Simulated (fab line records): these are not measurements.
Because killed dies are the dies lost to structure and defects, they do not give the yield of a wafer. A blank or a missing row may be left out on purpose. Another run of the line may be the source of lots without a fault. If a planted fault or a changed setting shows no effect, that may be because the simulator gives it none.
A single fault, viewed from 2 desks | flow n5-finfet | numbers are kept per desk, each desk with only its own; the story behind them comes last

## TOOL OWNER'S DESK, pecvd-03
The tool's own readings at N5_BEOL_M3_PECVD_72 (deposits SiO2 from TEOS/O2, target thk 16 nm, time 18 s): means of the sampled wafers that have a number, for each lot that ran on this tool. Marked OUT: a lot whose mean sits more than 4 standard deviations from the usual mean, which makes it out of limits; the brackets give that distance.
Columns: A = heater-power-w at N5_BEOL_M3_PECVD_72, usual 694 W; B = showerhead-plenum-p-Torr at N5_BEOL_M3_PECVD_72, usual 8.77 Torr; C = throttle-valve-pct at N5_BEOL_M3_PECVD_72, usual 22.0 %
lot  | first seen here | A   | B    | C
L464 | day 8 10:25     | 629 | 8.76 | 22.1
L468 | day 9 10:47     | 707 | 8.77 | 22.7
L476 | day 11 14:15    | 797 | 8.74 | 23.4
Finding of this desk: none of the 3 lots has anything out of limits.

## AT THE METROLOGY DESK
What the gauges read, lot by lot, whatever tool the lot ran on: means of the sampled wafers that have a number. Marked OUT: a lot whose mean sits more than 4 standard deviations from the usual mean, which makes it out of limits; the brackets give that distance. Shown here are 7 of its 11 readings, the ones lying furthest out on some lot.
Columns: A = DIBL_N at N5_BEOL_M4_RC_MEAS_101, usual 35.7 mV/V; B = DIBL_P at N5_BEOL_M4_RC_MEAS_101, usual 35.7 mV/V; C = IOFF_N at N5_BEOL_M4_RC_MEAS_101, usual 0.155 nA/um; D = IOFF_P at N5_BEOL_M4_RC_MEAS_101, usual 0.20 nA/um; E = SS_N at N5_BEOL_M4_RC_MEAS_101, usual 71.3 mV/dec; F = VT_N at N5_BEOL_M4_RC_MEAS_101, usual 250 mV; G = VT_P at N5_BEOL_M4_RC_MEAS_101, usual -251 mV
lot  | first seen here | A    | B    | C     | D    | E    | F   | G
L461 | day 8 06:00     | 37.1 | 37.3 | 0.185 | 0.23 | 71.6 | 246 | -248
L464 | day 8 21:47     | 36.2 | 34.0 | 0.162 | 0.20 | 72.1 | 249 | -252
L466 | day 9 03:09     | 36.3 | 37.5 | 0.182 | 0.23 | 71.3 | 246 | -248
L467 | day 9 10:07     | 32.9 | 32.3 | 0.104 | 0.14 | 70.8 | 256 | -256
L468 | day 9 21:25     | 36.5 | 35.2 | 0.144 | 0.21 | 71.5 | 253 | -248
L469 | day 10 00:23    | 36.1 | 34.7 | 0.145 | 0.18 | 71.1 | 252 | -256
L476 | day 11 22:11    | 37.1 | 36.7 | 0.166 | 0.22 | 72.3 | 247 | -247
L479 | day 12 07:55    | 36.0 | 35.1 | 0.139 | 0.21 | 71.2 | 251 | -249
L481 | day 13 09:57    | 34.9 | 34.5 | 0.152 | 0.20 | 71.0 | 251 | -251
L483 | day 13 19:56    | 36.5 | 38.2 | 0.174 | 0.21 | 72.1 | 247 | -251
Finding of this desk: none of the 10 lots has anything out of limits.

## PUT TOGETHER
The tool owner's desk saw nothing out of limits.
Nothing out of limits was seen by the metrology desk.

## WHAT HAD BEEN PUT IN BY THE SIMULATOR
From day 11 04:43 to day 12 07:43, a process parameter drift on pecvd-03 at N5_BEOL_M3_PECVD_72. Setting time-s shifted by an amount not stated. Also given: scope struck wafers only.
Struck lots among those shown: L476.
